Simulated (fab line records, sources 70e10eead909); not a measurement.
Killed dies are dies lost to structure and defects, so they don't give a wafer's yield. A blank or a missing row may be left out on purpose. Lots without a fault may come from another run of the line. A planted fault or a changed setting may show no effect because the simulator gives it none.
Chamber matching | flow nand_harc | NHARC_A_DECK1_JOINT_DEP_16 on pecvd-04: 3 sister chambers
The step deposits SiO2, target thk 45 nm. 3 wafers are shown with their chamber, then 9 later ones without.

WAFERS WITH THEIR CHAMBER
wafer  | chamber | heater_power_w (W)
L079.5 | 1       | 785
L080.4 | 0       | 439
L080.6 | 2       | 397

WAFERS WITHOUT THEIR CHAMBER
wafer  | heater_power_w (W)
L084.2 | 793
L084.3 | 375
L084.4 | 373
L088.3 | 839
L088.5 | 377
L088.6 | 811
L089.2 | 468
L089.3 | 410
L089.5 | 695

WHICH CHAMBER EACH WENT THROUGH
wafer  | from the rows above     | in truth
L084.2 | 1                       | 1
L084.3 | can't be placed: 2 or 0 | 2
L084.4 | can't be placed: 2 or 0 | 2
L088.3 | 1                       | 1
L088.5 | can't be placed: 2 or 0 | 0
L088.6 | 1                       | 1
L089.2 | can't be placed: 0 or 2 | 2
L089.3 | can't be placed: 2 or 0 | 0
L089.5 | 1                       | 1
Placed correctly: 4 of 9. Can't be placed from these rows: 5 (the true chamber is among the candidates in 5). Placed wrongly: 0.
How it was worked out, from the rows above alone: a wafer's distance from a chamber is the root of the sum, over the readings, of the square of ((its reading less the chamber's mean) divided by the reading's scatter). The wafer belongs to the nearest chamber; if the next one is less than 2 further off, it can't be placed. A chamber's mean is the mean of its shown wafers. The scatter: with one shown wafer a chamber, the root of the mean of the squares of how far each hidden wafer lies from its nearest shown one.
